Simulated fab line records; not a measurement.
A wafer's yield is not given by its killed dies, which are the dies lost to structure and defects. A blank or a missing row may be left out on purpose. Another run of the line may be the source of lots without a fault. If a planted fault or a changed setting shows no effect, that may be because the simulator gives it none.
fab line records	flow n5_finfet
[record] lots = 4	wafers = 12	last_day = 17
route steps=1938 shown FIN_CUT@171 STI_FIN_REVEAL@183 DUMMY_GATE@212 BEOL_M4@1111 PASSIVATION@1936
lots untouched by any fault: they come from a run of this same line in which no faults occurred
start_h: hours from the record's first day to the start of the lot's first wafer shown	wait_h: hours from the lot's prior step to this one	" same as the row above	L1.1+2: several wafers, shown together as one row	- no value, or no start was given	* or withheld: withheld	< > ~ a bound
route shown NAME@n: names a module that has steps shown in the file, with the first one's number in the route	usual: mean/standard deviation taken from wafers without a fault	same: alike in all rows	chamber/n: place in a boat	sites: readings site by site	_std_site: how widely they spread, as a standard deviation	_edge_site: the outer-site mean with the inner-site mean subtracted	radius_mm: how far each site lies from the wafer's centre	mask NAME#n: copy n	behind: tool/chamber where the wafer was last shaped	hold: reason for holding the lot/hours on hold/outcome of the hold	device: transistor that didn't switch, given as n, p or np	end of line: the same wafers' tests at the end of the route	where a step has no rows: the recipe by itself	killed: not the wafer's yield, but the dies lost to structure and defects at the first sort	map: per-die view of a wafer (x killed, . not killed, _ where there is no die)
set.NAME: the setting that was run; set.NAME@STEP: the one run at that earlier step	model.NAME: the simulator's own value behind a step, which no gauge read
lots at selected steps of the route; one table per step, one row per wafer
services: when a tool's chamber went out of use (start_h, in hours from the record's first day, below 0 if earlier), for how many hours, and the reason
[[steps]]
[step N5_FIN_CUT_STRIP_31]
[recipe] chemistry = N2/H2	temp_c = 40	n2_flow_sccm = 200	h2_flow_sccm = 200	rf_frequency_hz = 6e+07
[step N5_FIN_CUT_STRIP_24]
[recipe] chemistry = CF4	resist = SiARC	power_w = 300	bias_power_w = 75	pressure_mtorr = 50	cf4_flow_sccm = 150	rf_frequency_hz = 6e+07
[step N5_FIN_CUT_CUT_ETCH_26]
[recipe] chemistry = CH3F/O2	target = SiNx	target_depth_a = 390	mask_material = SOC	time_s = 55.7	pressure_mtorr = 30	source_w = 395	bias_w = 73	Ar_flow_sccm = 150	CH3F_flow_sccm = 30	O2_flow_sccm = 20	ion_energy_ev = 120
[step N5_FIN_CUT_CUT_ETCH_27]
[recipe] chemistry = CHF3/O2	target = SiO2	target_depth_a = 40	mask_material = SOC	overetch_a = 20	time_s = 4.9	pressure_mtorr = 30	source_w = 650	bias_w = 170	Ar_flow_sccm = 200	CHF3_flow_sccm = 50	O2_flow_sccm = 5	ion_energy_ev = 200
[step N5_FIN_CUT_PRECLEAN_35]
[recipe] time_s = 13.3	temp_c = 45	pressure_torr = 125	p_hf_torr = 3	p_coreactant_torr = 25	chemistry = vHF
[step N5_FIN_CUT_CUT_ETCH_15]
[recipe] chemistry = HBr/Cl2/O2	target = Si	target_depth_a = 1000	bt_time_s = 10	mask_material = SOC	time_s = 42.4	ion_energy_ev = *	bias_w = *	pressure_mtorr = 10	icp_w = 800	HBr_flow_sccm = 150	Cl2_flow_sccm = 80	O2_flow_sccm = 12
[step N5_FIN_CUT_CUT_ETCH_28]
[recipe] chemistry = HBr/Cl2/O2	target = Si	target_depth_a = 60	mask_material = SOC	time_s = 2.4	ion_energy_ev = *	bias_w = *	pressure_mtorr = 10	icp_w = 800	HBr_flow_sccm = 150	Cl2_flow_sccm = 80	O2_flow_sccm = 12
[step N5_FIN_CUT_STRIP_22]
[recipe] chemistry = N2/H2	power_w = 500	temp_c = 40	pressure_mtorr = 50	rf_frequency_hz = 6e+07	overash_fraction = 0.3	bias_power_w = 8	h2_frac = 0.5	n2_flow_sccm = 300	h2_flow_sccm = 300
[step N5_FIN_CUT_PRECLEAN_36]
[recipe] chemistry = O3/DIW	time_s = 60	temp_c = 22	o3_ppm = 10
[step N5_FIN_CUT_SRD_32]
[recipe] dry = ipa_marangoni	time_s = 30	temp_c = 23	rinse_liquid = diw
[step N5_FIN_CUT_UV_OZONE_34]
[recipe] time_s = 120	pressure_torr = 760	temp_c = 25
[step N5_STI_FIN_REVEAL_ALD_00]
[recipe] material = SiO2	target_thk_a = 10	temp_c = 300	ald_precursor_family = BDEAS	ald_co_reactant = O2-plasma	pulse_time_s = 1	pressure_torr = 2
[usual] chamber_pressure_Torr = 2.000/0.0046	heater_power_outer_w = 271/31	heater_power_w = 475/50	precursor_pulse_height_rel = 1.001/0.02	susceptor_temp_C = 299.99/0.2
lot.wafer	tool	chamber	start_h	wait_h	chamber_pressure_Torr	heater_power_outer_w	heater_power_w	precursor_pulse_height_rel	since_wet_clean_h	susceptor_temp_C
L440.1	ald_sin-01	1	81.70	0.0	2.007	336	529	0.984	271	299.89
L440.2	"	2	"	"	1.998	221	383	1.004	271	300.33
L440.4	"	3	"	"	2.001	228	429	1.000	271	299.50
L442.2	ald_sin-04	0	95.64	0.0	2.001	273	460	1.005	88	299.95
L442.3	"	1	"	"	2.000	248	465	0.988	88	299.94
L442.4	"	2	"	"	1.999	268	438	1.038	88	299.54
L447.2	ald_sin-02	0	123.52	0.1	-	-	-	-	-	-
L447.3	"	3	"	"	-	-	-	-	-	-
L447.6	"	2	"	"	-	-	-	-	-	-
L448.1	ald_sin-04	1	129.36	0.0	-	-	-	-	-	-
L448.4	"	3	"	"	-	-	-	-	-	-
L448.6	"	2	"	"	-	-	-	-	-	-
[step N5_STI_FIN_REVEAL_ALD_14]
[recipe] material = Si3N4	target_thk_a = 30	temp_c = 400	ald_precursor_family = SiH2I2	ald_co_reactant = N2/H2-plasma	pressure_torr = 2
[step N5_STI_FIN_REVEAL_FCVD_FILL_01]
[recipe] material = SiO2_flowable	target_thk_a = 3120	temp_c = 100	pressure_torr = 0.8	rf_w = 2000	time_s = 512.2
[step N5_STI_FIN_REVEAL_DENSIFY_02]
[recipe] temp_c = 650	ambient = steam	time_s = 1800	idle_temp_c = 400	densification_p_h2o_torr = 640
[step N5_STI_FIN_REVEAL_CMP_04]
[recipe] stop_on = Si3N4	t_overpolish_s = 4	down_force_psi = 2	platen_rpm = 54.18	post_cmp_clean = alkaline_brush	pad_velocity_m_s = 1.078	target_thk_nm = 131.83
[step N5_STI_FIN_REVEAL_DENSIFY_30]
[recipe] temp_c = *	time_s = *	ambient = N2	idle_temp_c = 600	ramp_up_c_per_s = 150	ramp_down_c_per_s = 60	cool_to_c = 600
[step N5_STI_FIN_REVEAL_ETCHBACK_08]
[recipe] chemistry = C4F6/O2	target = SiO2	target_depth_a = 305	time_s = 10.167	ion_energy_ev = 250	pressure_mtorr = 30	source_w = 345	bias_w = 185	Ar_flow_sccm = 300	C4F6_flow_sccm = 10	O2_flow_sccm = 10
[step N5_STI_FIN_REVEAL_STRIP_24]
[recipe] chemistry = N2/H2	time_s = 90	power_w = 100	temp_c = 40	pressure_mtorr = 100	rf_frequency_hz = 6e+07	bias_power_w = 3	n2_flow_sccm = 300	h2_flow_sccm = 300
[step N5_STI_FIN_REVEAL_PRECLEAN_25]
[recipe] chemistry = SPM	time_s = 90	temp_c = 120	mix = 4:1
[step N5_STI_FIN_REVEAL_PRECLEAN_26]
[recipe] chemistry = SC1	time_s = 45	temp_c = 46	mix = 1:2:100
[step N5_STI_FIN_REVEAL_PRECLEAN_29]
[recipe] chemistry = DHF	time_s = 30	temp_c = 25	dilution = 300:1
[step N5_STI_FIN_REVEAL_SRD_12]
[recipe] time_s = 30	temp_c = 23	rinse_liquid = diw	dry = ipa_marangoni
[step N5_STI_FIN_REVEAL_RECESS_09]
[recipe] chemistry = HF/NH3	target = SiO2	afs_cycles = 11	target_depth_a = 425	temp_c = 30	sublimation_temp_c = 180	sublimation_time_s = 60
[step N5_STI_FIN_REVEAL_STRIP_16]
[recipe] chemistry = H3PO4	material = SiNx	temp_c = 165	target_depth_a = 238	overetch_fraction = 0.4964	dry = ipa_marangoni
[step N5_STI_FIN_REVEAL_PRECLEAN_17]
[recipe] chemistry = NF3:NH3	afs_cycles = 1	temp_c = 30	time_s = 20	sublimation_temp_c = 180	sublimation_time_s = 60	pressure_torr = 3	rf_power_w = 30
[step N5_STI_FIN_REVEAL_ETCH_34]
[recipe] chemistry = H2	mode = isotropic	material = Si	target = Si	target_depth_a = 9.7	temp_c = 20	pressure_mtorr = 4.5	icp_w = 300	bias_w = 0	h2_flow_sccm = 7.5	he_flow_sccm = 142.5
[step N5_STI_FIN_REVEAL_OXIDATION_31]
[recipe] chemistry = O2_PLASMA_REMOTE	temp_c = 150	time_s = 20	pressure_mtorr = 1000	source_power_w = 2000	o2_flow_sccm = 3000
[step N5_STI_FIN_REVEAL_PRECLEAN_32]
[recipe] chemistry = NF3:NH3	afs_cycles = 1	temp_c = 30	time_s = 20	sublimation_temp_c = 180	sublimation_time_s = 60	pressure_torr = 3	rf_power_w = 30
[step N5_STI_FIN_REVEAL_STRIP_35]
[recipe] chemistry = H3PO4	material = Si3N4	temp_c = 165	target_depth_a = 40	time_s = 39
[step N5_STI_FIN_REVEAL_SRD_21]
[recipe] dry = ipa_marangoni	time_s = 30	temp_c = 23	rinse_liquid = diw
[step N5_STI_FIN_REVEAL_OXIDATION_33]
[recipe] chemistry = O2_PLASMA_REMOTE	temp_c = 150	time_s = 20	pressure_mtorr = 1000	source_power_w = 2000	o2_flow_sccm = 3000
[step N5_STI_FIN_REVEAL_CLEAN_19]
[recipe] chemistry = O3/DIW	temp_c = 25	time_s = 120	o3_ppm = 10
[step N5_STI_FIN_REVEAL_SRD_23]
[recipe] dry = ipa_marangoni	time_s = 30	temp_c = 23	rinse_liquid = diw
[step N5_STI_FIN_REVEAL_PRECLEAN_18]
[recipe] chemistry = SC2	time_s = 45	temp_c = 35	mix = 1:1:50
[step N5_STI_FIN_REVEAL_SRD_28]
[recipe] dry = ipa_marangoni	time_s = 30	temp_c = 23	rinse_liquid = diw
[step N5_DUMMY_GATE_PRECLEAN_00]
[recipe] chemistry = O3/DIW	time_s = 60	temp_c = 22	o3_ppm = 10
[step N5_BEOL_M4_RC_MEAS_101]
[usual] DIBL_N = 37.0/2.3	DIBL_P = 37.3/2.8	IOFF_N = 0.17/0.046	IOFF_P = 0.23/0.054	ION_N = 675/14	ION_P = 460/9.3	SS_N = 71.7/0.73	SS_P = 73.6/0.95	VT_N = 249/3.9	VT_P = -250/3.9
lot.wafer	tool	chamber	start_h	wait_h	DIBL_N[mV/V]	DIBL_P[mV/V]	IOFF_N[nA/um]	IOFF_P[nA/um]	ION_N[uA/um]	ION_P[uA/um]	SS_N[mV/dec]	SS_P[mV/dec]	VT_N[mV]	VT_P[mV]
L440.1	prober-02	0	222.25	0.0	41.1	40.8	0.26	0.35	680	466	73.5	75.3	245	-241
L440.2	"	0	"	"	36.6	36.5	0.16	0.24	683	471	71.4	73.0	250	-247
L440.4	"	0	"	"	34.0	33.0	0.12	0.19	646	451	71.2	71.9	252	-250
L442.2	prober-01	0	235.57	0.2	37.3	37.4	0.15	0.23	662	455	71.4	74.5	252	-248
L442.3	"	0	"	"	39.7	38.7	0.21	0.24	677	461	72.4	73.9	246	-251
L442.4	"	0	"	"	36.2	34.4	0.14	0.17	664	452	71.6	72.6	253	-254
L447.2	prober-01	0	285.61	0.2	40.2	41.3	0.24	0.26	686	463	73.7	74.5	244	-249
L447.3	"	0	"	"	33.0	33.5	0.11	0.15	662	449	71.2	71.2	254	-256
L447.6	"	0	"	"	35.6	37.4	0.15	0.20	683	464	71.9	72.9	251	-250
L448.1	prober-02	0	286.19	0.0	34.0	33.0	0.11	0.15	656	446	70.9	72.6	256	-254
L448.4	"	0	"	"	37.0	35.2	0.14	0.18	670	451	71.3	73.5	254	-254
L448.6	"	0	"	"	34.7	32.4	0.11	0.15	649	447	71.2	72.7	256	-255
[step N5_PASSIVATION_PROBE_49]
[usual] defect_limited_yield = 91.5/1.3	killed_at_M0_to_M3 = 36/10	killed_at_M4_up = 13/4.7	killed_at_contacts = 13/6.7	killed_at_front_end = 37/9.7	killed_at_other = 2.6/2.3	killed_dies = 101/15	killed_on_rim = 14/4.3	killed_open = 67/12	killed_short = 32/6.7	sort_bin_5_function = 5.0/0.89	sort_bin_6_memory = 3.2/0.63	sort_bin_8_speed = 0.01/0.03	sort_n_pass = 1079/16	sort_yield_pct = 91.4/1.4
[same] gross_dies = 1180	killed_at_back_side = 0	sort_bin_4_leakage[%] = 0
lot.wafer	tool	chamber	start_h	wait_h	defect_limited_yield[%]	killed_at_M0_to_M3	killed_at_M4_up	killed_at_contacts	killed_at_front_end	killed_at_other	killed_dies	killed_on_rim	killed_open	killed_short	sort_bin_5_function[%]	sort_bin_6_memory[%]	sort_bin_8_speed[%]	sort_n_pass	sort_yield_pct[%]
L440.1	prober-02	-	335.82	0.0	91.7	33	13	12	38	2	98	13	65	27	5.5	2.7	0	1082	91.7
L440.2	prober-02	-	335.87	0.1	92.3	26	17	12	35	1	91	13	64	26	4.3	3.1	0	1089	92.3
L440.4	prober-02	-	335.97	0.2	92.5	31	6	8	42	2	89	14	64	25	4.7	2.8	0.25	1088	92.2
L442.2	prober-02	-	349.44	0.1	89.7	48	16	23	34	0	121	16	82	37	6.0	3.8	0	1059	89.7
L442.3	prober-02	-	349.49	0.1	89.8	47	16	17	34	6	120	18	78	34	6.1	3.3	0	1060	89.8
L442.4	prober-02	-	349.54	0.2	91.5	34	21	15	28	2	100	17	68	30	4.0	4.1	0	1080	91.5
L448.1	prober-02	-	397.98	0.0	79.4	26	8	11	197	1	243	72	72	25	16.6	3.8	0	937	79.4
L448.4	prober-02	-	398.13	0.2	82.1	34	11	10	154	2	211	68	66	27	15.3	2.1	0	969	82.1
L448.6	prober-02	-	398.23	0.3	82.3	39	9	12	149	0	209	70	68	25	14.6	3.0	0	971	82.3
L447.2	prober-01	-	398.66	0.1	80.3	35	10	12	173	3	233	81	56	30	15.8	3.4	0	947	80.3
L447.3	prober-01	-	398.71	0.1	80.1	61	21	4	146	3	235	16	74	40	15.8	3.6	0.08	945	80.1
L447.6	prober-01	-	398.86	0.3	82.7	45	10	5	143	1	204	8	51	28	14.2	2.8	0	976	82.7
// killed by level:class
L440.1 STI_FIN_REVEAL:geometric_particle:open=9 BEOL_M1:geometric_particle:open=9 MOL_CONTACT_COAG:geometric_particle:open=8 BEOL_M0_SAQP:geometric_particle:open=6 FIN_CUT:area_etch=6 DUMMY_GATE:geometric_particle:open=5 BEOL_M0_SAQP:geometric_particle:short=5 FIN_SAQP:geometric_particle:short=4
L440.2 MOL_CONTACT_COAG:geometric_particle:open=11 FIN_SAQP:geometric_particle:open=8 BEOL_M0_SAQP:geometric_particle:open=7 STI_FIN_REVEAL:geometric_particle:open=6 BEOL_M4:geometric_particle:open=5 FIN_SAQP:geometric_particle:short=4 GATE_CUT:geometric_particle:short=4 BEOL_M7:geometric_particle:open=4
L440.4 STI_FIN_REVEAL:geometric_particle:open=13 BEOL_M1:geometric_particle:open=10 FIN_SAQP:geometric_particle:open=9 FIN_SAQP:geometric_particle:short=7 MOL_CONTACT_COAG:geometric_particle:open=7 BEOL_M0_SAQP:geometric_particle:short=7 GATE_CUT:geometric_particle:short=6 BEOL_M0_SAQP:geometric_particle:open=6
L442.2 MOL_CONTACT_COAG:geometric_particle:open=17 STI_FIN_REVEAL:geometric_particle:open=14 BEOL_M0_SAQP:geometric_particle:short=12 BEOL_M0_SAQP:geometric_particle:open=11 BEOL_M4:geometric_particle:open=8 BEOL_M3:geometric_particle:open=8 MOL_CONTACT_COAG:geometric_particle:short=6 STI_FIN_REVEAL:geometric_particle:short=4
L442.3 MOL_CONTACT_COAG:geometric_particle:open=15 BEOL_M2:geometric_particle:open=14 BEOL_M4:geometric_particle:open=11 BEOL_M1:geometric_particle:open=9 BEOL_M0_SAQP:geometric_particle:short=8 BEOL_M0_SAQP:geometric_particle:open=7 HKMG_FIN:area_etch=7 GATE_CUT:geometric_particle:short=5
L442.4 MOL_CONTACT_COAG:geometric_particle:open=10 BEOL_M0_SAQP:geometric_particle:short=9 BEOL_M3:geometric_particle:open=9 STI_FIN_REVEAL:geometric_particle:open=8 BEOL_M4:geometric_particle:open=8 BEOL_M2:geometric_particle:open=6 DUMMY_GATE:geometric_particle:open=5 MOL_CONTACT_COAG:geometric_particle:short=4
L448.1 STI_FIN_REVEAL:area_ald=146 FIN_SAQP:geometric_particle:open=24 MOL_CONTACT_COAG:geometric_particle:open=9 FIN_SAQP:geometric_particle:short=7 BEOL_M0:geometric_particle:open=6 BEOL_M1:geometric_particle:open=6 DUMMY_GATE:geometric_particle:open=5 BEOL_M0_SAQP:geometric_particle:short=5
L448.4 STI_FIN_REVEAL:area_ald=115 DUMMY_GATE:geometric_particle:open=11 MOL_CONTACT_COAG:geometric_particle:open=7 BEOL_M0_SAQP:geometric_particle:open=7 BEOL_M3:geometric_particle:open=7 FIN_SAQP:geometric_particle:open=6 BEOL_M0_SAQP:geometric_particle:short=6 BEOL_M1:geometric_particle:open=5
L448.6 STI_FIN_REVEAL:area_ald=116 BEOL_M3:geometric_particle:open=10 MOL_CONTACT_COAG:geometric_particle:open=9 BEOL_M0:geometric_particle:open=8 STI_FIN_REVEAL:geometric_particle:open=7 BEOL_M1:geometric_particle:open=6 FIN_SAQP:geometric_particle:open=5 BEOL_M0_SAQP:geometric_particle:short=5
L447.2 STI_FIN_REVEAL:area_ald=142 BEOL_M0_SAQP:geometric_particle:short=13 MOL_CONTACT_COAG:geometric_particle:open=11 BEOL_M0_SAQP:geometric_particle:open=9 FIN_SAQP:geometric_particle:short=7 FIN_SAQP:geometric_particle:open=6 STI_FIN_REVEAL:geometric_particle:open=5 BEOL_M1:geometric_particle:open=4
L447.3 STI_FIN_REVEAL:area_ald=119 BEOL_M0_SAQP:geometric_particle:open=19 BEOL_M0_SAQP:geometric_particle:short=17 BEOL_M2:geometric_particle:open=13 BEOL_M4:geometric_particle:open=9 STARTING-WAFER:geometric_particle:short=7 GATE_CUT:geometric_particle:open=6 GATE_CUT:geometric_particle:short=5
L447.6 STI_FIN_REVEAL:area_ald=123 BEOL_M0_SAQP:geometric_particle:short=16 BEOL_M0_SAQP:geometric_particle:open=13 BEOL_M2:geometric_particle:open=8 FIN_SAQP:geometric_particle:open=5 BEOL_M3:geometric_particle:open=5 STI_FIN_REVEAL:geometric_particle:open=3 MOL_CONTACT_COAG:geometric_particle:open=3
// map L447.3 (x killed, . not)
_________________........x..x________________
______________.................._____________
___________.......x.........x......__________
__________x....x..x................._________
________......x........x.....x..x....._______
_______..........xx.x..........x.....x.______
______.........x...x...................._____
_____.......x............xx..x........x..____
____.............x...x.x.xx.....x.......x.___
___..........x...x...xx.x...............x..__
___....x....x...x...x..x.xxx..x.x..........__
__....x.x....x...x.....xxx.x................_
__...x...xx....xx...xx.x...xx..x............_
_.......x......xx.....x...xx.........xx....x.
_.....xx....x....x.xxx...xx..x.x.......x.....
_x...xx...x.x.x..xx..xxx..xx..xx.x...........
_.....x...xx.......x.x.x..x.....x.x..........
_........xx.xx....x..x.xxxx.x................
_....x....x...xx.x.xx.x.xxx.xxx...x..........
_..x....x.....x..x.x.xx..x.x..x..x.x.........
_.....x.x.xxx...x......x..xx.x...x.x.........
__...........x.x...xx...x.xx.x....xx........_
__...x.........xx.x..x....x..x.x..x...xx...._
___..x..x........xx.xx....x..........x.x...__
___............xx.xx.x.x..x...xx...........__
____.x.x........xx.x.......x.........x....___
_____......x.....x.x..xx............x....____
______x....x....x....x.x..............xx_____
_______x...x......x...x.......x...x....______
________..x.............x.x..........._______
__________...................x......_________
___________..x............x........__________
______________......x..........._____________
_________________....xx......________________
// map L448.1 (x killed, . not)
_________________x.xx...xx.xx________________
______________x.xxx..x.x..xx.x.._____________
___________x.x.x..x..x...x.x....x.x__________
__________.x.xx.xx..x....x....x...x._________
________xxx.....xx......x..x....x.x..x_______
_______x...x...x....x...x......x...xx..______
______xxx.....x..x....x.......x........x_____
_____xx...x.......x....x..........x..xx..____
____...xx..x......x................xx.....___
___..xx.xx.............x.....x......x....xx__
___xx....x......x.............x..........x.__
__xx.x........x......x.........x.....x...xxx_
__x....................x.............x...xx._
_xxx...........x.......................xx..x.
_xxx..xx..x...x......x........x.x........xxxx
_.x.x........x...............................
_.x...x......x..........................x.xx.
_.xx..........xx.......x..................xx.
_xxx...........................x......x...x.x
_x..x...x.........................x.x.xx...x.
_xxx.x......x.........x.....xx.........x....x
__x.x.x....................................x_
__........x..............x........x....x...x_
___.x...............x..........x.........xx__
___xx.......x.........................x..x.__
____.x.................x.............x..xx___
_____.xx......x.............x.x..x...x..x____
______....x.x.............x........x.x.._____
_______...xx.....x....x....x........x..______
________.x.x...xx...xx.....xx..x.....x_______
__________.xx.xx...........x...x..x._________
___________.x...x....x.x..x.....x.x__________
______________xxx....x....xx...._____________
_________________x..x.x.....x________________
[[services]]
tool	chamber	start_h	hours	kind
ald_sin-02	-	62.60	2.8	pm
ald_sin-04	1	74.84	3.9	repair
ald_sin-02	-	85.25	14.0	pm
ald_sin-02	0	85.25	14.0	vent_cycle
ald_sin-02	1	85.25	14.0	vent_cycle
ald_sin-02	2	85.25	14.0	vent_cycle
ald_sin-02	3	85.25	14.0	vent_cycle
ald_sin-04	-	98.41	0.5	repair
ald_sin-02	0	99.25	-	clean
ald_sin-02	1	99.25	-	clean
ald_sin-02	2	99.25	-	clean
ald_sin-02	3	99.25	-	clean
[[key]]
[first_sign] step = N5_STI_FIN_REVEAL_ALD_00	reading = tool_record	direction = missing
[effect] step = N5_PASSIVATION_PROBE_49	reading = killed_at_front_end	direction = up	sigmas = 13	usual = 37	struck = 160
[more_kills_born_at] N5_STI_FIN_REVEAL_ALD_00@ald_sin-02 = 384	N5_STI_FIN_REVEAL_ALD_00@ald_sin-04 = 377
met_at N5_STI_FIN_REVEAL_ALD_00
struck_wafers L447.2,L447.3,L447.6,L448.1,L448.4,L448.6
onset_between 95.64 123.52
[fault] kind = skipped_step_whole	tool = ald_sin-02,ald_sin-04	chamber = -	onset_h = 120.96	steps = N5_STI_FIN_REVEAL_ALD_00	scope = struck_lots_only
